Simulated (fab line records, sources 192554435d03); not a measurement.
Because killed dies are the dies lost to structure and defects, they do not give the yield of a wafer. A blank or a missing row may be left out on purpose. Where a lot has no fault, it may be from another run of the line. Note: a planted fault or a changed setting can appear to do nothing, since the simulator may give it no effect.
Chamber matching ; flow n5-finfet ; N5_BEOL_M12_ETCH_38 on rie-diel-05 has 4 sister chambers
The step etches SiCN in CF4/N2, target depth 68.7 nm, time 73.4 s. 16 wafers are shown with their chamber, then 8 later ones without.

== EACH WAFER AND ITS CHAMBER ==
wafer;chamber;showerhead-plenum-p-Torr (Torr);drypump-motor-current-A (A);throttle-valve-pct (%)
L079.1;3;2.26;6.6;15.66
L079.3;1;2.34;5.4;15.20
L079.4;0;2.24;6.2;15.37
L081.1;0;2.23;6.3;15.41
L081.2;2;2.25;5.7;15.44
L081.4;1;2.34;5.4;15.23
L083.2;2;2.25;5.7;15.41
L083.3;3;2.26;6.7;15.69
L083.4;0;2.23;6.3;15.39
L085.1;1;2.33;5.4;15.24
L085.2;3;2.26;6.5;15.70
L085.6;3;2.26;6.5;15.71
L086.3;3;2.26;6.6;15.72
L086.5;1;2.33;5.4;15.24
L086.6;2;2.24;5.8;15.42
L088.2;2;2.24;5.8;15.45

SIGNATURES (means of the wafers above)
reading;chamber 0;chamber 1;chamber 2;chamber 3;scatter within a chamber
showerhead-plenum-p-Torr;2.2333;2.3350;2.2450;2.2600;0.00471
drypump-motor-current-A;6.267;5.400;5.750;6.580;0.061
throttle-valve-pct;15.3900;15.2275;15.4300;15.6960;0.0204
Rule: a wafer lies at a distance from a chamber equal to the root of the sum of squares, over the readings, of (its reading less the chamber's mean, divided by the reading's scatter). If the next closest chamber is less than 2 further off than the closest, the wafer can't be placed; otherwise it belongs to the closest. The scatter: take each reading less its chamber's mean, square it, sum over the shown wafers, divide by the number of wafers less the number of chambers, and take the root.

== WAFERS WITH NO CHAMBER GIVEN ==
wafer;showerhead-plenum-p-Torr (Torr);drypump-motor-current-A (A);throttle-valve-pct (%)
L088.5;2.33;5.4;15.29
L088.6;2.23;6.3;15.43
L095.4;2.24;5.8;15.46
L095.5;2.25;6.6;15.22
L095.6;2.23;6.3;15.44
L094.1;2.22;6.3;15.45
L094.5;2.32;5.4;15.30
L094.6;2.24;5.8;15.47

== CHAMBER TAKEN BY EACH ==
wafer;from the rows above;in truth
L088.5;1;1
L088.6;0;0
L095.4;2;2
L095.5;0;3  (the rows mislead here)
L095.6;0;0
L094.1;0;0
L094.5;1;1
L094.6;2;2
Correctly placed: 7 of 8. From these rows, 0 cannot be placed. Number placed wrongly: 1.
